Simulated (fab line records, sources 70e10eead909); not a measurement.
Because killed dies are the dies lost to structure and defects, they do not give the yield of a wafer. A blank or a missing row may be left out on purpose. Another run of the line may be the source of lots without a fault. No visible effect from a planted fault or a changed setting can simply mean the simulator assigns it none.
Tool commonality check || flow nand harc || Sample size 2 lots and 6 wafers

== WHY THIS WAS OPENED ==
Flagged at NHARC_END_SORT_01: reading killed at array, on 2 of 2 lots. No-fault wafers: 55, standard deviation 23.
Rule: a lot is flagged when every wafer of it that has a number lies more than 4 standard deviations from that mean, or none has a number. All remaining lots are regarded as sound.

{"lot": "L136", "measured": "day 29 02:59", "on": "prober-02", "killed at array, wafer by wafer": "620 624 591", "flag": "FLAGGED"}
{"lot": "L139", "measured": "day 30 03:25", "on": "prober-02", "killed at array, wafer by wafer": "581 601 614", "flag": "FLAGGED"}
The mean of the flagged lots' numbers is 605, +550 from the usual (+24 standard deviations).

== WHICH TOOL RAN EACH LOT ==
The record holds 4 process steps before the reading, out of a route of 1302 steps. Cell contents, in order: the tool; ch with the chambers the sampled wafers went through; the start.
{"lot": "L136", "flag": "FLAGGED", "NHARC_A_SGD_CUT_DEP_00": "pecvd-04 ch 0,2, day 23 19:42", "NHARC_A_SGD_CUT_DESCUM_14": "rie diel-12 ch 0,1, day 23 20:34", "NHARC_A_SGD_CUT_ETCH_59": "rie diel-12 ch 0,1, day 23 21:10 or earlier", "NHARC_A_SGD_CUT_ETCH_16": "rie diel-12 ch 1,2,3, day 23 21:10"}
{"lot": "L139", "flag": "FLAGGED", "NHARC_A_SGD_CUT_DEP_00": "pecvd-03 ch 0,2, day 24 21:17", "NHARC_A_SGD_CUT_DESCUM_14": "rie diel-12 ch 2,3, day 24 22:09", "NHARC_A_SGD_CUT_ETCH_59": "rie diel-12 ch 1,3, day 24 22:50 or earlier", "NHARC_A_SGD_CUT_ETCH_16": "rie diel-12 ch 1,2,3, day 24 22:50"}
What the steps here do:
- NHARC_A_SGD_CUT_DEP_00: deposits SiNx, target thk 50 nm.
- NHARC_A_SGD_CUT_DESCUM_14: chemistry O2, time 3 s.
- NHARC_A_SGD_CUT_ETCH_59: etches the open film in N2/H2, target depth 260 nm, time 406.25 s.
- NHARC_A_SGD_CUT_ETCH_16: etches the open film in C4F8/O2/Ar, target depth 310.5 nm, time 155.2 s.
- NHARC_END_SORT_01

== FLAGGED OVER TOTAL, TOOL BY TOOL (the gauges that took the reading come last) ==
{"step": "NHARC_A_SGD_CUT_DEP_00", "tool": "pecvd-03", "lots run": 1, "flagged": 1, "share of the flagged lots": "some", "sound lots run after its first flagged lot": 0}
{"step": "NHARC_A_SGD_CUT_DEP_00", "tool": "pecvd-04", "lots run": 1, "flagged": 1, "share of the flagged lots": "some", "sound lots run after its first flagged lot": 0}
{"step": "NHARC_A_SGD_CUT_DESCUM_14", "tool": "rie diel-12", "lots run": 2, "flagged": 2, "share of the flagged lots": "all", "sound lots run after its first flagged lot": 0}
{"step": "NHARC_A_SGD_CUT_ETCH_59", "tool": "rie diel-12", "lots run": 2, "flagged": 2, "share of the flagged lots": "all", "sound lots run after its first flagged lot": 0}
{"step": "NHARC_A_SGD_CUT_ETCH_16", "tool": "rie diel-12", "lots run": 2, "flagged": 2, "share of the flagged lots": "all", "sound lots run after its first flagged lot": 0}
{"step": "NHARC_END_SORT_01", "tool": "prober-02", "lots run": 2, "flagged": 2, "share of the flagged lots": "all", "sound lots run after its first flagged lot": 0}
NHARC_A_SGD_CUT_ETCH_59 gives no start for some lots, so the hours and the order of its lots are those of NHARC_A_SGD_CUT_ETCH_16.

== WHAT THE TABLE ALLOWS ==
4 rows of the table ran every flagged lot: rie diel-12 at NHARC_A_SGD_CUT_DESCUM_14, rie diel-12 at NHARC_A_SGD_CUT_ETCH_59, rie diel-12 at NHARC_A_SGD_CUT_ETCH_16, prober-02 at NHARC_END_SORT_01.
- rie diel-12 at NHARC_A_SGD_CUT_DESCUM_14 ran 2 lots, 2 of them flagged. Because this sample shows no sound lot run on it before its first flagged lot, the start cannot be pinned down more closely.
- rie diel-12 at NHARC_A_SGD_CUT_ETCH_59 ran 2 lots, 2 of them flagged. Because this sample shows no sound lot run on it before its first flagged lot, the start cannot be pinned down more closely.
- rie diel-12 at NHARC_A_SGD_CUT_ETCH_16 ran 2 lots, 2 of them flagged. Because this sample shows no sound lot run on it before its first flagged lot, the start cannot be pinned down more closely. Its own readings (run length s) fall more than 4 standard deviations out on all wafers of the flagged lots.
- prober-02 at NHARC_END_SORT_01 ran 2 lots, 2 of them flagged. Because this sample shows no sound lot run on it before its first flagged lot, the start cannot be pinned down more closely.
Because each of these 2 tools fits a fault that began at some hour, counting lots does not separate them. More lots, or a look at what each step does to the wafer, might.

== WHAT HAD BEEN PUT IN BY THE SIMULATOR ==
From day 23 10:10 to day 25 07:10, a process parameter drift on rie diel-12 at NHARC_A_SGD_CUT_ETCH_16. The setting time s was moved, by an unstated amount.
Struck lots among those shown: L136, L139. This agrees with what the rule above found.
